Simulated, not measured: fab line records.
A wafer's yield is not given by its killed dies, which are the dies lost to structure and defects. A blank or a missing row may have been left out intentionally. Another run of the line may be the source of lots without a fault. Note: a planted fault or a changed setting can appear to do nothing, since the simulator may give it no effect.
Which tool did it? || flow n5-finfet || 9 lots with 25 wafers sampled at 5 steps, on a route of 1938 steps

## WHAT THE GAUGES READ, wafer by wafer
N5_BEOL_M13_THK_MEAS_01. Usual: for M13_ILD_THK the level is 841 nm and the standard deviation is 9.7.
{"lot": "L588", "measured": "day 11 14:59", "on": "film-metro-02", "M13_ILD_THK (nm)": "835 843", "flag": ""}
{"lot": "L593", "measured": "day 12 14:35", "on": "film-metro-01", "M13_ILD_THK (nm)": "829 836 844", "flag": ""}
{"lot": "L599", "measured": "day 13 23:40", "on": "film-metro-01", "M13_ILD_THK (nm)": "837 826 851", "flag": ""}
{"lot": "L600", "measured": "day 14 03:11", "on": "film-metro-01", "M13_ILD_THK (nm)": "822 1206 849", "flag": "OFF"}
{"lot": "L606", "measured": "day 15 04:32", "on": "film-metro-01", "M13_ILD_THK (nm)": "1197 1227", "flag": "OFF"}
{"lot": "L607", "measured": "day 15 11:44", "on": "film-metro-02", "M13_ILD_THK (nm)": "841 851 843", "flag": ""}
{"lot": "L608", "measured": "day 16 04:02", "on": "film-metro-01", "M13_ILD_THK (nm)": "836 841 838", "flag": ""}
{"lot": "L610", "measured": "day 16 16:12", "on": "film-metro-02", "M13_ILD_THK (nm)": "826 821 846", "flag": ""}
{"lot": "L611", "measured": "day 16 19:58", "on": "film-metro-02", "M13_ILD_THK (nm)": "842 851 853", "flag": ""}

## WHAT TOOL EACH LOT RAN ON (gives the tool, then ch and the chambers of the sampled wafers, and finally the start)
{"lot": "L588", "N5_BEOL_M12_ETCH_38": "rie-diel-05 ch 3, day 11 13:11", "N5_BEOL_M12_DEGAS_41": "pvd-sputter-02, day 11 13:34", "N5_BEOL_M12_CMP_49": "cmp-03 ch 1,3, day 11 14:26", "N5_BEOL_M13_ILD_DEP_00": "pecvd-03 ch 0, day 11 14:50"}
{"lot": "L593", "N5_BEOL_M12_ETCH_38": "rie-diel-03 ch 0,1,3, day 12 11:47", "N5_BEOL_M12_DEGAS_41": "pvd-sputter-03, day 12 12:13", "N5_BEOL_M12_CMP_49": "cmp-04 ch 0,1,3, day 12 13:57", "N5_BEOL_M13_ILD_DEP_00": "pecvd-02 ch 0,2, day 12 14:26"}
{"lot": "L599", "N5_BEOL_M12_ETCH_38": "rie-diel-01 ch 0,3, day 13 21:45", "N5_BEOL_M12_DEGAS_41": "pvd-sputter-02, day 13 22:14", "N5_BEOL_M12_CMP_49": "cmp-02 ch 0,2, day 13 23:04", "N5_BEOL_M13_ILD_DEP_00": "pecvd-02 ch 1,2, day 13 23:31"}
{"lot": "L600", "N5_BEOL_M12_ETCH_38": "rie-diel-03 ch 2,3, day 14 01:25", "N5_BEOL_M12_DEGAS_41": "pvd-sputter-02, day 14 01:46", "N5_BEOL_M12_CMP_49": "cmp-04 ch 0,3, day 14 02:34", "N5_BEOL_M13_ILD_DEP_00": "pecvd-02 ch 1,2, day 14 03:02"}
{"lot": "L606", "N5_BEOL_M12_ETCH_38": "rie-diel-01 ch 0,3, day 15 02:21", "N5_BEOL_M12_DEGAS_41": "pvd-sputter-02, day 15 03:06", "N5_BEOL_M12_CMP_49": "cmp-04 ch 0,2, day 15 03:56", "N5_BEOL_M13_ILD_DEP_00": "pecvd-02 ch 0,1, day 15 04:23"}
{"lot": "L607", "N5_BEOL_M12_ETCH_38": "rie-diel-03 ch 0,1, day 15 09:01", "N5_BEOL_M12_DEGAS_41": "pvd-sputter-02, day 15 10:17", "N5_BEOL_M12_CMP_49": "cmp-04 ch 0,2,3, day 15 11:11", "N5_BEOL_M13_ILD_DEP_00": "pecvd-04 ch 0,1, day 15 11:35"}
{"lot": "L608", "N5_BEOL_M12_ETCH_38": "rie-diel-05 ch 1,2,3, day 16 00:22", "N5_BEOL_M12_DEGAS_41": "pvd-sputter-01, day 16 02:37", "N5_BEOL_M12_CMP_49": "cmp-03 ch 0,2,3, day 16 03:29", "N5_BEOL_M13_ILD_DEP_00": "pecvd-03 ch 0,1, day 16 03:53"}
{"lot": "L610", "N5_BEOL_M12_ETCH_38": "rie-diel-03 ch 1,3, day 16 14:14", "N5_BEOL_M12_DEGAS_41": "pvd-sputter-03, day 16 14:43", "N5_BEOL_M12_CMP_49": "cmp-03 ch 0,1,3, day 16 15:34", "N5_BEOL_M13_ILD_DEP_00": "pecvd-03 ch 0,1,2, day 16 16:02"}
{"lot": "L611", "N5_BEOL_M12_ETCH_38": "rie-diel-05 ch 2,3, day 16 17:59", "N5_BEOL_M12_DEGAS_41": "pvd-sputter-02, day 16 18:22", "N5_BEOL_M12_CMP_49": "cmp-03 ch 0,1, day 16 19:19", "N5_BEOL_M13_ILD_DEP_00": "pecvd-04 ch 0,1, day 16 19:49"}
- N5_BEOL_M12_ETCH_38: etches SiCN in CF4/N2, target depth 68.7 nm, time 73.4 s.
- N5_BEOL_M12_DEGAS_41: time 60 s.
- N5_BEOL_M12_CMP_49: polishes, stops on SiOC, t overpolish 20.6 s, target thk 320 nm.
- N5_BEOL_M13_ILD_DEP_00: deposits SiOC from DEMS/O2, target thk 837.92 nm, time 166.4 s.

## AS READ BY THE TOOLS THEMSELVES (means over the sampled wafers that have a number; for cases with no such wafer, the mark the record gives instead)
N5_BEOL_M12_ETCH_38. Usual: cf4-flow-sccm 59.98 sccm, standard deviation 0.18; drypump-motor-current-A 5.7 A, standard deviation 0.37; oes-product-au 0.80 a.u., standard deviation 0.095; rf-vpp-V 382.5 V, standard deviation 1.8; showerhead-plenum-p-Torr 2.21 Torr, standard deviation 0.067; throttle-valve-pct 15.43 %, standard deviation 0.17.
{"lot": "L588", "tool": "rie-diel-05", "cf4-flow-sccm (sccm)": 59.91, "drypump-motor-current-A (A)": 6.5, "oes-product-au (a.u.)": 0.95, "rf-vpp-V (V)": 385.5, "showerhead-plenum-p-Torr (Torr)": 2.35, "throttle-valve-pct (%)": 15.23, "flag": ""}
{"lot": "L593", "tool": "rie-diel-03", "cf4-flow-sccm (sccm)": 59.89, "drypump-motor-current-A (A)": 5.8, "oes-product-au (a.u.)": 0.76, "rf-vpp-V (V)": 381.9, "showerhead-plenum-p-Torr (Torr)": 2.20, "throttle-valve-pct (%)": 15.29, "flag": ""}
{"lot": "L599", "tool": "rie-diel-01", "cf4-flow-sccm (sccm)": 59.86, "drypump-motor-current-A (A)": 5.8, "oes-product-au (a.u.)": 0.88, "rf-vpp-V (V)": 380.6, "showerhead-plenum-p-Torr (Torr)": 2.17, "throttle-valve-pct (%)": 15.38, "flag": ""}
{"lot": "L600", "tool": "rie-diel-03", "cf4-flow-sccm (sccm)": 59.95, "drypump-motor-current-A (A)": 5.2, "oes-product-au (a.u.)": 0.72, "rf-vpp-V (V)": 381.2, "showerhead-plenum-p-Torr (Torr)": 2.16, "throttle-valve-pct (%)": 15.34, "flag": ""}
{"lot": "L606", "tool": "rie-diel-01", "cf4-flow-sccm (sccm)": 60.24, "drypump-motor-current-A (A)": 5.8, "oes-product-au (a.u.)": 0.88, "rf-vpp-V (V)": 381.0, "showerhead-plenum-p-Torr (Torr)": 2.16, "throttle-valve-pct (%)": 15.41, "flag": ""}
{"lot": "L607", "tool": "rie-diel-03", "cf4-flow-sccm (sccm)": 59.91, "drypump-motor-current-A (A)": 5.8, "oes-product-au (a.u.)": 0.75, "rf-vpp-V (V)": 383.1, "showerhead-plenum-p-Torr (Torr)": 2.22, "throttle-valve-pct (%)": 15.38, "flag": ""}
{"lot": "L608", "tool": "rie-diel-05", "cf4-flow-sccm (sccm)": 59.94, "drypump-motor-current-A (A)": 5.7, "oes-product-au (a.u.)": 0.82, "rf-vpp-V (V)": 384.4, "showerhead-plenum-p-Torr (Torr)": 2.28, "throttle-valve-pct (%)": 15.45, "flag": ""}
{"lot": "L610", "tool": "rie-diel-03", "cf4-flow-sccm (sccm)": 59.98, "drypump-motor-current-A (A)": 5.6, "oes-product-au (a.u.)": 0.75, "rf-vpp-V (V)": 381.3, "showerhead-plenum-p-Torr (Torr)": 2.13, "throttle-valve-pct (%)": 15.26, "flag": ""}
{"lot": "L611", "tool": "rie-diel-05", "cf4-flow-sccm (sccm)": 59.98, "drypump-motor-current-A (A)": 5.6, "oes-product-au (a.u.)": 0.88, "rf-vpp-V (V)": 384.3, "showerhead-plenum-p-Torr (Torr)": 2.28, "throttle-valve-pct (%)": 15.43, "flag": ""}

N5_BEOL_M12_DEGAS_41. Usual: 339 W for heater-power-w, sd 35.
{"lot": "L588", "tool": "pvd-sputter-02", "heater-power-w (W)": 354, "flag": ""}
{"lot": "L593", "tool": "pvd-sputter-03", "heater-power-w (W)": 336, "flag": ""}
{"lot": "L599", "tool": "pvd-sputter-02", "heater-power-w (W)": 322, "flag": ""}
{"lot": "L600", "tool": "pvd-sputter-02", "heater-power-w (W)": 321, "flag": ""}
{"lot": "L606", "tool": "pvd-sputter-02", "heater-power-w (W)": 312, "flag": ""}
{"lot": "L607", "tool": "pvd-sputter-02", "heater-power-w (W)": 350, "flag": ""}
{"lot": "L608", "tool": "pvd-sputter-01", "heater-power-w (W)": 315, "flag": ""}
{"lot": "L610", "tool": "pvd-sputter-03", "heater-power-w (W)": 357, "flag": ""}
{"lot": "L611", "tool": "pvd-sputter-02", "heater-power-w (W)": 341, "flag": ""}

N5_BEOL_M12_CMP_49. Usual: barrier-field-endpoint-s 30.3 s, standard deviation 0.77; head-pressure-psi 1.0001 psi, standard deviation 0.0023; motor-current-A 5.8 A, standard deviation 0.46; overpolish-run-s 20.600 s, standard deviation 0.0097.
{"lot": "L588", "tool": "cmp-03", "barrier-field-endpoint-s (s)": 30.3, "head-pressure-psi (psi)": 1.0035, "motor-current-A (A)": 5.8, "overpolish-run-s (s)": 20.602, "flag": ""}
{"lot": "L593", "tool": "cmp-04", "barrier-field-endpoint-s (s)": 31.4, "head-pressure-psi (psi)": 0.9993, "motor-current-A (A)": 5.7, "overpolish-run-s (s)": 20.592, "flag": ""}
{"lot": "L599", "tool": "cmp-02", "barrier-field-endpoint-s (s)": 30.7, "head-pressure-psi (psi)": 1.0006, "motor-current-A (A)": 6.6, "overpolish-run-s (s)": 20.599, "flag": ""}
{"lot": "L600", "tool": "cmp-04", "barrier-field-endpoint-s (s)": 30.8, "head-pressure-psi (psi)": 0.9979, "motor-current-A (A)": 5.6, "overpolish-run-s (s)": 20.599, "flag": ""}
{"lot": "L606", "tool": "cmp-04", "barrier-field-endpoint-s (s)": 31.2, "head-pressure-psi (psi)": 0.9983, "motor-current-A (A)": 6.1, "overpolish-run-s (s)": 20.602, "flag": ""}
{"lot": "L607", "tool": "cmp-04", "barrier-field-endpoint-s (s)": 30.3, "head-pressure-psi (psi)": 0.9995, "motor-current-A (A)": 6.1, "overpolish-run-s (s)": 20.602, "flag": ""}
{"lot": "L608", "tool": "cmp-03", "barrier-field-endpoint-s (s)": 30.6, "head-pressure-psi (psi)": 0.9985, "motor-current-A (A)": 5.6, "overpolish-run-s (s)": 20.593, "flag": ""}
{"lot": "L610", "tool": "cmp-03", "barrier-field-endpoint-s (s)": 30.0, "head-pressure-psi (psi)": 1.0006, "motor-current-A (A)": 5.5, "overpolish-run-s (s)": 20.602, "flag": ""}
{"lot": "L611", "tool": "cmp-03", "barrier-field-endpoint-s (s)": 30.1, "head-pressure-psi (psi)": 0.9983, "motor-current-A (A)": 5.3, "overpolish-run-s (s)": 20.600, "flag": ""}

N5_BEOL_M13_ILD_DEP_00. Usual: heater-power-outer-w 269 W, standard deviation 53; heater-power-w 508 W, standard deviation 70; run-length-s 211.2 s, standard deviation 0.59; showerhead-plenum-p-Torr 5.700 Torr, standard deviation 0.013; showerhead-vpp-V 1436 V, standard deviation 52; throttle-valve-pct 12.0 %, standard deviation 0.62.
{"lot": "L588", "tool": "pecvd-03", "heater-power-outer-w (W)": 304, "heater-power-w (W)": 576, "run-length-s (s)": 210.7, "showerhead-plenum-p-Torr (Torr)": 5.689, "showerhead-vpp-V (V)": 1410, "throttle-valve-pct (%)": 12.0, "flag": ""}
{"lot": "L593", "tool": "pecvd-02", "heater-power-outer-w (W)": 225, "heater-power-w (W)": 456, "run-length-s (s)": 210.9, "showerhead-plenum-p-Torr (Torr)": 5.699, "showerhead-vpp-V (V)": 1444, "throttle-valve-pct (%)": 12.4, "flag": ""}
{"lot": "L599", "tool": "pecvd-02", "heater-power-outer-w (W)": 234, "heater-power-w (W)": 471, "run-length-s (s)": 211.5, "showerhead-plenum-p-Torr (Torr)": 5.706, "showerhead-vpp-V (V)": 1419, "throttle-valve-pct (%)": 11.6, "flag": ""}
{"lot": "L600", "tool": "pecvd-02", "heater-power-outer-w (W)": 228, "heater-power-w (W)": 452, "run-length-s (s)": 236.6, "showerhead-plenum-p-Torr (Torr)": 5.711, "showerhead-vpp-V (V)": 1417, "throttle-valve-pct (%)": 11.3, "flag": "OFF"}
{"lot": "L606", "tool": "pecvd-02", "heater-power-outer-w (W)": 318, "heater-power-w (W)": 564, "run-length-s (s)": 286.6, "showerhead-plenum-p-Torr (Torr)": 5.699, "showerhead-vpp-V (V)": 1467, "throttle-valve-pct (%)": 12.1, "flag": "OFF"}
{"lot": "L607", "tool": "pecvd-04", "heater-power-outer-w (W)": 265, "heater-power-w (W)": 499, "run-length-s (s)": 210.8, "showerhead-plenum-p-Torr (Torr)": 5.703, "showerhead-vpp-V (V)": 1501, "throttle-valve-pct (%)": 12.4, "flag": ""}
{"lot": "L608", "tool": "pecvd-03", "heater-power-outer-w (W)": 297, "heater-power-w (W)": 534, "run-length-s (s)": 211.1, "showerhead-plenum-p-Torr (Torr)": 5.706, "showerhead-vpp-V (V)": 1392, "throttle-valve-pct (%)": 12.1, "flag": ""}
{"lot": "L610", "tool": "pecvd-03", "heater-power-outer-w (W)": 256, "heater-power-w (W)": 501, "run-length-s (s)": 211.2, "showerhead-plenum-p-Torr (Torr)": 5.689, "showerhead-vpp-V (V)": 1383, "throttle-valve-pct (%)": 11.8, "flag": ""}
{"lot": "L611", "tool": "pecvd-04", "heater-power-outer-w (W)": 298, "heater-power-w (W)": 537, "run-length-s (s)": 210.5, "showerhead-plenum-p-Torr (Torr)": 5.703, "showerhead-vpp-V (V)": 1504, "throttle-valve-pct (%)": 12.0, "flag": ""}

## THE ANSWER, worked out from the rows above alone
Rule: a lot counts as off when the mean over its wafers that have a number is more than 3 standard deviations away from the usual mean. A lot without any number at a reading at which 4 lots or more have one is off too. Any other lot the step has rows for is counted as sound. Order of review: gauges by route order, followed by the tools' own readings, for which a lot's mean as printed above is used. The first step at which some lot is off is used, and at that step the reading that is off furthest; a lot without a number counts as furthest.
Off: L600, L606, seen at N5_BEOL_M13_THK_MEAS_01 (M13_ILD_THK).
If a tool, at a process step before that reading, ran all the lots that are off and no sound lot after the first of them, it fits. Not tried: the gauges at N5_BEOL_M13_THK_MEAS_01; whatever is off there is also off at N5_BEOL_M13_ILD_DEP_00, on other tools, and gauge error can't account for it. One candidate fits, namely pecvd-02 at N5_BEOL_M13_ILD_DEP_00. Its last sound lot is L599 (day 13 23:31), its first lot that is off L600 (day 14 03:02): a fault that began between those two fits.
On the lots that are off, the tool's own readings at N5_BEOL_M13_ILD_DEP_00 differ by more than 5 times the standard deviation of the sound lots' means, which bears it out; run-length-s reads 261.6 s there versus 211.0 s on the sound lots.

## WHAT THE SIMULATOR PUT IN
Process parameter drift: pecvd-02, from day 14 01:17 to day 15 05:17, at N5_BEOL_M13_ILD_DEP_00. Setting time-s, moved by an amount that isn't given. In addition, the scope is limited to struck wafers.
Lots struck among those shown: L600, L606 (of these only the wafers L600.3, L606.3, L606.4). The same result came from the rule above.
